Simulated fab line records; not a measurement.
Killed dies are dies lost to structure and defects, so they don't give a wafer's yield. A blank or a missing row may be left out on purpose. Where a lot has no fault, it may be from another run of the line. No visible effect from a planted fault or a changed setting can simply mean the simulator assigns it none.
A single fault, viewed from 2 desks | flow nandHarc | numbers are kept per desk, each desk with only its own; the story behind them comes last

FROM THE METROLOGY DESK
Means of the sampled wafers that have a number, per lot and without regard to the tool the lot ran on: this is what the gauges read. If a lot's mean is further than 4 standard deviations from the usual mean, the lot is out of limits and carries the mark OUT (the distance appears in the brackets).
Columns: A = thkNm at NHARC_A_ONON_D1_THK_MEAS_30, usual 998 nm; B = overlayXNm at NHARC_A_CHANNEL_HOLE_D1_OVL_MEAS_11, usual 0.0 nm; C = overlayYNm at NHARC_A_CHANNEL_HOLE_D1_OVL_MEAS_11, usual -0.2 nm
lot  | first seen here | A              | B    | C
L734 | day 7 19:04     | 1009           | 0.6  | -0.7
L736 | day 8 09:12     | 999            | -0.5 | 0.8
L735 | day 8 09:15     | 1008           | -0.3 | -0.2
L738 | day 9 01:55     | 1006           | 0.3  | 0.3
L737 | day 9 01:56     | 998            | -0.4 | -1.6
L739 | day 9 10:32     | 985            | -1.4 | -0.2
L743 | day 10 09:14    | 1007           | -1.6 | 0.1
L746 | day 11 12:16    | 1482 (+48) OUT | -    | -
L748 | day 11 22:32    | 1510 (+51) OUT | -    | -
L750 | day 12 08:47    | 977            | -0.6 | -1.0
L751 | day 12 17:13    | 1003           | 0.2  | -0.9
L753 | day 12 17:13    | 1017           | 0.3  | -1.6
L757 | day 13 12:01    | 996            | -0.4 | 1.2
This desk's finding: out of limits on L746, L748; first on L746, day 11 12:16 (thkNm at NHARC_A_ONON_D1_THK_MEAS_30). In limits: L734, L736, L735, L738, L737, L739, L743, L750, L751, L753, L757.

THE DEFECT DESK
Lot by lot, what the route's inspections counted, given as the mean of those sampled wafers with a number. If a lot's mean is further than 4 standard deviations from the usual mean, the lot is out of limits and carries the mark OUT (the distance appears in the brackets).
Columns: A = rawDefectCount at NHARC_A_SOURCE_PLATE_INSPECT_08, usual 53
lot  | first seen here | A
L734 | day 7 03:50     | 53
L736 | day 7 20:58     | 82
L735 | day 7 21:00     | 43
L737 | day 8 13:43     | 35
L738 | day 8 13:43     | 54
L739 | day 8 22:07     | 58
L743 | day 9 17:36     | 88
L746 | day 10 23:50    | 57
L748 | day 11 09:53    | 56
L750 | day 11 20:20    | 46
L751 | day 12 05:02    | 58
L753 | day 12 05:02    | 26
L757 | day 13 01:19    | 43
This desk found nothing out of limits on any of the 13 lots.

ALL TOGETHER
L746, L748 would have let the metrology desk raise an alarm at day 11 12:16.
No out-of-limits result turned up at the defect desk.
The defect desk has L746, L748 on record, within its limits.
All the named lots went through NHARC_A_ONON_D1_DEP_28 on pecvdOnon-01.

WHAT THE SIMULATOR HAD PUT IN
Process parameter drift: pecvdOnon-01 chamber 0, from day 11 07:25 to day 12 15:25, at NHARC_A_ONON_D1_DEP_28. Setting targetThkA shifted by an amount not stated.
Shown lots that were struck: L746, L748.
Delay in hours, fault start to first out-of-limits reading, per desk: metrology desk 5.
